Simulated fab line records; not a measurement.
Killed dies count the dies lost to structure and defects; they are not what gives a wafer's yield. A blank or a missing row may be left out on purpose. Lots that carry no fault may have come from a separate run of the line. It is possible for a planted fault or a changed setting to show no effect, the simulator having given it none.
The tool behind it: which one? -- flow nand-harc -- 15 lots with 45 wafers sampled at 3 steps, on a route of 1159 steps

WHAT THE GAUGES READ, wafer by wafer
NHARC_P_BONDPAD_INSPECT_23.
lot,measured,on,raw-defect-count
L609,day 6 21:46,defect-inspect-02,184 285 302
L610,day 6 23:11,defect-inspect-01,167 209 204
L611,day 7 02:05,defect-inspect-02,318 258 237
L612,day 7 03:11,defect-inspect-01,271 218 311
L613,day 7 11:34,defect-inspect-01,405 396 201
L615,day 7 22:40,defect-inspect-01,318 312 194
L614,day 8 01:57,defect-inspect-01,236 254 239
L617,day 8 09:11,defect-inspect-02,252 349 488
L618,day 8 23:07,defect-inspect-01,188 382 316
L621,day 9 21:46,defect-inspect-02,475 268 363
L624,day 10 13:49,defect-inspect-01,197 279 206
L626,day 10 14:26,defect-inspect-01,302 180 305
L625,day 10 15:25,defect-inspect-02,741 422 401
L627,day 11 04:10,defect-inspect-02,342 324 250
L632,day 12 11:54,defect-inspect-02,518 243 309

NHARC_A_ONON_D1_THK_MEAS_02: measures by ellipsometry.
lot,measured,on,thk-nm (nm)
L609,day 7 22:01,film-metro-01,991 988 989
L610,day 7 22:04,film-metro-02,1003 1002 1002
L611,day 8 05:22,film-metro-01,1010 1009 1009
L612,day 8 05:23,film-metro-02,1000 1000 1000
L613,day 8 17:04,film-metro-01,996 997 996
L615,day 8 23:27,film-metro-01,1016 1018 1018
L614,day 8 23:29,film-metro-02,996 997 996
L617,day 9 13:32,film-metro-02,995 993 993
L618,day 9 23:34,film-metro-02,998 997 998
L621,day 10 20:25,film-metro-02,986 987 985
L624,day 11 13:10,film-metro-02,1004 1005 1006
L626,day 11 13:29,film-metro-02,938 938 938
L625,day 11 13:08,film-metro-01,944 945 946
L627,day 12 07:38,film-metro-01,947 944 946
L632,day 13 12:02,film-metro-02,1016 1015 1016

WHICH TOOL RAN EACH LOT (tool, then ch and the chambers of the sampled wafers, then the start)
lot,NHARC_A_ONON_D1_DEP_00
L609,"pecvd-onon-04 ch 0, day 7 21:31"
L610,"pecvd-onon-02 ch 0, day 7 21:31"
L611,"pecvd-onon-02 ch 0, day 8 04:51"
L612,"pecvd-onon-01 ch 0, day 8 04:56"
L613,"pecvd-onon-04 ch 0, day 8 16:33"
L615,"pecvd-onon-01 ch 0, day 8 23:04"
L614,"pecvd-onon-04 ch 0, day 8 23:02"
L617,"pecvd-onon-04 ch 0, day 9 13:02"
L618,"pecvd-onon-04 ch 0, day 9 23:04"
L621,"pecvd-onon-02 ch 0, day 10 19:55"
L624,"pecvd-onon-01 ch 0, day 11 12:38"
L626,"pecvd-onon-02 ch 0, day 11 12:58"
L625,"pecvd-onon-02 ch 0, day 11 12:47"
L627,"pecvd-onon-02 ch 0, day 12 07:11"
L632,"pecvd-onon-01 ch 0, day 13 11:32"
- NHARC_A_ONON_D1_DEP_00: target thk 1000 nm.

AS READ BY THE TOOLS THEMSELVES (means over the sampled wafers that have a number; for cases with no such wafer, the mark the record gives instead)
NHARC_A_ONON_D1_DEP_00.
lot,tool,n2o-flow-sccm (sccm),nh3-flow-sccm (sccm)
L609,pecvd-onon-04,2010,499.3
L610,pecvd-onon-02,1999,499.1
L611,pecvd-onon-02,1999,499.1
L612,pecvd-onon-01,1999,500.3
L613,pecvd-onon-04,1998,500.4
L615,pecvd-onon-01,2002,500.9
L614,pecvd-onon-04,1994,499.9
L617,pecvd-onon-04,1990,500.0
L618,pecvd-onon-04,2005,499.3
L621,pecvd-onon-02,2004,500.2
L624,pecvd-onon-01,2004,502.1
L626,pecvd-onon-02,2001,499.2
L625,pecvd-onon-02,2001,500.7
L627,pecvd-onon-02,1986,499.1
L632,pecvd-onon-01,2004,498.7

THE ANSWER, worked out from the rows above alone
Rule: the lots themselves supply what counts as usual. The widest of any qualifying gaps counts: lots, ordered by their means at a reading, are off when they make up no more than a third of the lots, leave a main group of 4 or more, and stand apart from it by 3 or more times the standard deviation of that group's means. Not used: any main group whose means are identical at the precision the tables above print for the reading. A lot without any number at a reading at which 4 lots or more have one is off too. The other lots that the step has rows for count as sound. First the gauges in route order, then the tools' own readings, where a lot's mean is used as printed above. The first step at which some lot is off is used, and at that step the reading that is off furthest; a lot without a number counts as furthest.
Off: L626, L625, L627, at NHARC_A_ONON_D1_THK_MEAS_02 (thk-nm). Main group: mean 1001 nm, sd 9.3.
A tool fits if, at a process step before that reading, it ran every lot that is off, and no sound lot after the first of them. Gauges at NHARC_A_ONON_D1_THK_MEAS_02: tried the same way as those tools. One candidate fits, namely pecvd-onon-02 at NHARC_A_ONON_D1_DEP_00. Its last sound lot is L621 (day 10 19:55), its first lot that is off L625 (day 11 12:47): a fault that began between those two fits.

WHAT THE SIMULATOR PUT IN
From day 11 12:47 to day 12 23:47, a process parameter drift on pecvd-onon-02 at NHARC_A_ONON_D1_DEP_00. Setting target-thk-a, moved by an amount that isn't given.
Struck lots among those shown: L626, L625, L627. This agrees with what the rule above found.
